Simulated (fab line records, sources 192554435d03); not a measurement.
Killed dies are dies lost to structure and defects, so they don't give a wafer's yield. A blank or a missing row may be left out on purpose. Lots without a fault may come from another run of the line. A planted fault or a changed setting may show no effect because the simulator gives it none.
Which tool did it? | flow n5_finfet | 12 lots, 36 wafers sampled, at 5 steps of a route of 1938

WHAT THE GAUGES READ, wafer by wafer
N5_DUMMY_GATE_THK_MEAS_05.
lot  | measured    | on            | thk_nm (nm)
L075 | day 2 23:20 | film_metro-02 | 72.7 73.1 72.3
L077 | day 3 12:35 | film_metro-02 | 71.7 73.5 72.3
L079 | day 4 00:42 | film_metro-02 | 73.4 71.5 72.7
L081 | day 4 10:35 | film_metro-02 | 70.8 72.8 73.6
L083 | day 4 22:53 | film_metro-02 | 70.4 71.4 71.0
L085 | day 5 16:24 | film_metro-01 | 73.2 71.7 73.9
L087 | day 6 00:51 | film_metro-02 | 72.2 73.6 72.6
L089 | day 6 10:53 | film_metro-01 | 72.7 71.0 72.4
L091 | day 6 23:01 | film_metro-01 | 71.4 70.5 71.2
L093 | day 7 11:46 | film_metro-01 | 72.2 71.3 71.7
L095 | day 7 23:59 | film_metro-01 | 71.7 71.9 71.7
L097 | day 8 10:43 | film_metro-02 | 72.1 74.3 72.5

WHICH TOOL RAN EACH LOT (tool, then ch and the chambers of the sampled wafers, then the start)
lot  | N5_FIN_CUT_ETCH_30                | N5_FIN_CUT_STRIP_24               | N5_FIN_CUT_PRECLEAN_35            | N5_STI_FIN_REVEAL_ALD_00
L075 | rie_diel-01 ch 0,1,3, day 2 08:50 | rie_diel-01 ch 0,1,3, day 2 09:13 | vapor_etch-02 ch 0,1, day 2 09:40 | ald_sin-03 ch 2,3, day 2 10:02
L077 | rie_diel-05 ch 1,3, day 2 21:38   | rie_diel-05 ch 1,3, day 2 22:01   | vapor_etch-01 ch 0,1, day 2 22:09 | ald_sin-02 ch 1,3, day 2 22:33
L079 | rie_diel-01 ch 0,1, day 3 10:37   | rie_diel-01 ch 0,1, day 3 11:00   | vapor_etch-01 ch 1, day 3 11:08   | ald_sin-01 ch 0,1, day 3 11:32
L081 | rie_diel-03 ch 1,2,3, day 3 20:49 | rie_diel-03 ch 1,2,3, day 3 21:11 | vapor_etch-02 ch 0,1, day 3 21:20 | ald_sin-03 ch 0,1, day 3 21:43
L083 | rie_diel-01 ch 0,2, day 4 08:32   | rie_diel-01 ch 0,2, day 4 08:55   | vapor_etch-02 ch 0,1, day 4 09:03 | ald_sin-01 ch 0,1,3, day 4 09:46
L085 | rie_diel-05 ch 0,2, day 4 23:50   | rie_diel-05 ch 0,2, day 5 00:14   | vapor_etch-02 ch 0,1, day 5 00:22 | ald_sin-03 ch 0,1,2, day 5 02:56
L087 | rie_diel-05 ch 1,2, day 5 10:43   | rie_diel-05 ch 1,2, day 5 11:06   | vapor_etch-02 ch 0,1, day 5 11:14 | ald_sin-02 ch 2,3, day 5 11:38
L089 | rie_diel-05 ch 0,1,2, day 5 21:01 | rie_diel-05 ch 0,1,2, day 5 21:24 | vapor_etch-01 ch 0,1, day 5 21:32 | ald_sin-03 ch 1,2, day 5 21:57
L091 | rie_diel-01 ch 0,3, day 6 09:05   | rie_diel-01 ch 0,3, day 6 09:28   | vapor_etch-02 ch 0,1, day 6 09:38 | ald_sin-01 ch 0,3, day 6 10:04
L093 | rie_diel-05 ch 1,2,3, day 6 21:25 | rie_diel-05 ch 1,2,3, day 6 21:48 | vapor_etch-01 ch 0,1, day 6 21:56 | ald_sin-02 ch 0,1,3, day 6 22:35
L095 | rie_diel-03 ch 0,2,3, day 7 09:26 | rie_diel-03 ch 0,2,3, day 7 09:49 | vapor_etch-01 ch 0,1, day 7 09:58 | ald_sin-03 ch 0,1,2, day 7 10:26
L097 | rie_diel-01 ch 2,3, day 7 20:40   | rie_diel-01 ch 2,3, day 7 21:02   | vapor_etch-02 ch 0,1, day 7 21:10 | ald_sin-01 ch 2,3, day 7 21:35
- N5_FIN_CUT_ETCH_30: etches underlayer in N2/H2, target depth 13 nm, time 10.4 s.
- N5_FIN_CUT_STRIP_24: strips in CF4.
- N5_FIN_CUT_PRECLEAN_35: cleans in vHF, time 13.3 s.
- N5_STI_FIN_REVEAL_ALD_00: deposits SiO2, target thk 1 nm, pulse time 1 s.

THE ANSWER, worked out from the rows above alone
Rule: what is usual is taken from the lots themselves. Put in order of their means at a reading, lots are off if they are a third of the lots or fewer, leave a main group of 4 or more, and stand apart from it by a gap of 3 or more times the standard deviation of the main group's means; of several such gaps the widest counts. A main group whose means are all the same, to the digits that the tables above print for the reading, isn't used. A lot without any number at a reading at which 4 lots or more have one is off too. The other lots that the step has rows for count as sound.
No lot is off at any reading shown: from this, nothing can be told.

WHAT THE SIMULATOR HAD PUT IN
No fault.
